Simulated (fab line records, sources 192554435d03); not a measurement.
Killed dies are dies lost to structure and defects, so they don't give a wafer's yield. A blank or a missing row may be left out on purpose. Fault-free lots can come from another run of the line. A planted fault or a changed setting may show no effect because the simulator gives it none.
Chamber matching || flow n5_finfet || 4 sister chambers for N5_BEOL_M6_VIA_ETCH_34 on rie_diel-01
The step etches SiCOH lowk in C4F6/O2, target depth 126.3 nm, time 50.9 s. 20 wafers are shown with their chamber, then 10 later ones without.

## WAFERS, EACH WITH ITS CHAMBER
{"wafer": "L076.3", "chamber": 3, "showerhead_plenum_p_Torr (Torr)": 2.76, "rf_vpp_V (V)": 680, "drypump_motor_current_A (A)": 6.2}
{"wafer": "L076.5", "chamber": 2, "showerhead_plenum_p_Torr (Torr)": 2.85, "rf_vpp_V (V)": 677, "drypump_motor_current_A (A)": 5.6}
{"wafer": "L076.6", "chamber": 1, "showerhead_plenum_p_Torr (Torr)": 3.02, "rf_vpp_V (V)": 671, "drypump_motor_current_A (A)": 5.0}
{"wafer": "L077.1", "chamber": 2, "showerhead_plenum_p_Torr (Torr)": 2.85, "rf_vpp_V (V)": 678, "drypump_motor_current_A (A)": 5.7}
{"wafer": "L077.2", "chamber": 0, "showerhead_plenum_p_Torr (Torr)": 2.77, "rf_vpp_V (V)": 645, "drypump_motor_current_A (A)": 6.3}
{"wafer": "L077.6", "chamber": 0, "showerhead_plenum_p_Torr (Torr)": 2.77, "rf_vpp_V (V)": 645, "drypump_motor_current_A (A)": 6.3}
{"wafer": "L079.2", "chamber": 0, "showerhead_plenum_p_Torr (Torr)": 2.77, "rf_vpp_V (V)": 644, "drypump_motor_current_A (A)": 6.2}
{"wafer": "L079.3", "chamber": 3, "showerhead_plenum_p_Torr (Torr)": 2.75, "rf_vpp_V (V)": 681, "drypump_motor_current_A (A)": 6.2}
{"wafer": "L079.6", "chamber": 3, "showerhead_plenum_p_Torr (Torr)": 2.75, "rf_vpp_V (V)": 681, "drypump_motor_current_A (A)": 6.2}
{"wafer": "L084.1", "chamber": 3, "showerhead_plenum_p_Torr (Torr)": 2.75, "rf_vpp_V (V)": 681, "drypump_motor_current_A (A)": 6.2}
{"wafer": "L084.4", "chamber": 1, "showerhead_plenum_p_Torr (Torr)": 3.01, "rf_vpp_V (V)": 671, "drypump_motor_current_A (A)": 5.0}
{"wafer": "L084.6", "chamber": 0, "showerhead_plenum_p_Torr (Torr)": 2.76, "rf_vpp_V (V)": 645, "drypump_motor_current_A (A)": 6.2}
{"wafer": "L085.2", "chamber": 0, "showerhead_plenum_p_Torr (Torr)": 2.76, "rf_vpp_V (V)": 644, "drypump_motor_current_A (A)": 6.2}
{"wafer": "L085.3", "chamber": 3, "showerhead_plenum_p_Torr (Torr)": 2.75, "rf_vpp_V (V)": 682, "drypump_motor_current_A (A)": 6.2}
{"wafer": "L085.4", "chamber": 1, "showerhead_plenum_p_Torr (Torr)": 3.01, "rf_vpp_V (V)": 670, "drypump_motor_current_A (A)": 5.0}
{"wafer": "L086.1", "chamber": 2, "showerhead_plenum_p_Torr (Torr)": 2.85, "rf_vpp_V (V)": 679, "drypump_motor_current_A (A)": 5.6}
{"wafer": "L086.2", "chamber": 3, "showerhead_plenum_p_Torr (Torr)": 2.75, "rf_vpp_V (V)": 681, "drypump_motor_current_A (A)": 6.2}
{"wafer": "L086.3", "chamber": 1, "showerhead_plenum_p_Torr (Torr)": 3.01, "rf_vpp_V (V)": 670, "drypump_motor_current_A (A)": 5.1}
{"wafer": "L089.3", "chamber": 0, "showerhead_plenum_p_Torr (Torr)": 2.76, "rf_vpp_V (V)": 644, "drypump_motor_current_A (A)": 6.2}
{"wafer": "L089.4", "chamber": 3, "showerhead_plenum_p_Torr (Torr)": 2.74, "rf_vpp_V (V)": 681, "drypump_motor_current_A (A)": 6.2}

SIGNATURES (means of the wafers above)
{"reading": "showerhead_plenum_p_Torr", "chamber 0": 2.7650, "chamber 1": 3.0125, "chamber 2": 2.8500, "chamber 3": 2.7500, "scatter within a chamber": 0.00515}
{"reading": "rf_vpp_V", "chamber 0": 644.50, "chamber 1": 670.50, "chamber 2": 678.00, "chamber 3": 681.00, "scatter within a chamber": 0.637}
{"reading": "drypump_motor_current_A", "chamber 0": 6.233, "chamber 1": 5.025, "chamber 2": 5.633, "chamber 3": 6.200, "scatter within a chamber": 0.0415}
Rule: for a wafer and a chamber, the distance is found by dividing, reading by reading, the gap between the wafer's reading and the chamber's mean by the reading's scatter, squaring, summing and taking the root. The wafer belongs to the nearest chamber; if the next one is less than 2 further off, it can't be placed. The scatter is the square root of a quotient: the sum, over the shown wafers, of each reading's squared deviation from its chamber's mean, divided by wafers minus chambers.

## WAFERS MISSING THEIR CHAMBER
{"wafer": "L089.6", "showerhead_plenum_p_Torr (Torr)": 2.74, "rf_vpp_V (V)": 681, "drypump_motor_current_A (A)": 6.1}
{"wafer": "L090.2", "showerhead_plenum_p_Torr (Torr)": 2.74, "rf_vpp_V (V)": 681, "drypump_motor_current_A (A)": 6.2}
{"wafer": "L090.4", "showerhead_plenum_p_Torr (Torr)": 3.01, "rf_vpp_V (V)": 669, "drypump_motor_current_A (A)": 5.0}
{"wafer": "L090.6", "showerhead_plenum_p_Torr (Torr)": 3.01, "rf_vpp_V (V)": 671, "drypump_motor_current_A (A)": 5.0}
{"wafer": "L095.2", "showerhead_plenum_p_Torr (Torr)": 3.00, "rf_vpp_V (V)": 669, "drypump_motor_current_A (A)": 5.1}
{"wafer": "L095.3", "showerhead_plenum_p_Torr (Torr)": 2.75, "rf_vpp_V (V)": 644, "drypump_motor_current_A (A)": 6.2}
{"wafer": "L095.5", "showerhead_plenum_p_Torr (Torr)": 2.74, "rf_vpp_V (V)": 680, "drypump_motor_current_A (A)": 6.2}
{"wafer": "L097.2", "showerhead_plenum_p_Torr (Torr)": 2.74, "rf_vpp_V (V)": 681, "drypump_motor_current_A (A)": 6.2}
{"wafer": "L097.3", "showerhead_plenum_p_Torr (Torr)": 2.84, "rf_vpp_V (V)": 679, "drypump_motor_current_A (A)": 5.6}
{"wafer": "L097.5", "showerhead_plenum_p_Torr (Torr)": 2.75, "rf_vpp_V (V)": 642, "drypump_motor_current_A (A)": 6.2}

## WHICH CHAMBER EACH WENT THROUGH
{"wafer": "L089.6", "from the rows above": 3, "in truth": 3}
{"wafer": "L090.2", "from the rows above": 3, "in truth": 3}
{"wafer": "L090.4", "from the rows above": 1, "in truth": 1}
{"wafer": "L090.6", "from the rows above": 1, "in truth": 1}
{"wafer": "L095.2", "from the rows above": 1, "in truth": 1}
{"wafer": "L095.3", "from the rows above": 0, "in truth": 0}
{"wafer": "L095.5", "from the rows above": 3, "in truth": 3}
{"wafer": "L097.2", "from the rows above": 3, "in truth": 3}
{"wafer": "L097.3", "from the rows above": 2, "in truth": 2}
{"wafer": "L097.5", "from the rows above": 0, "in truth": 0}
10 of 10 placed correctly. Can't be placed from these rows: 0. Number placed wrongly: 0.
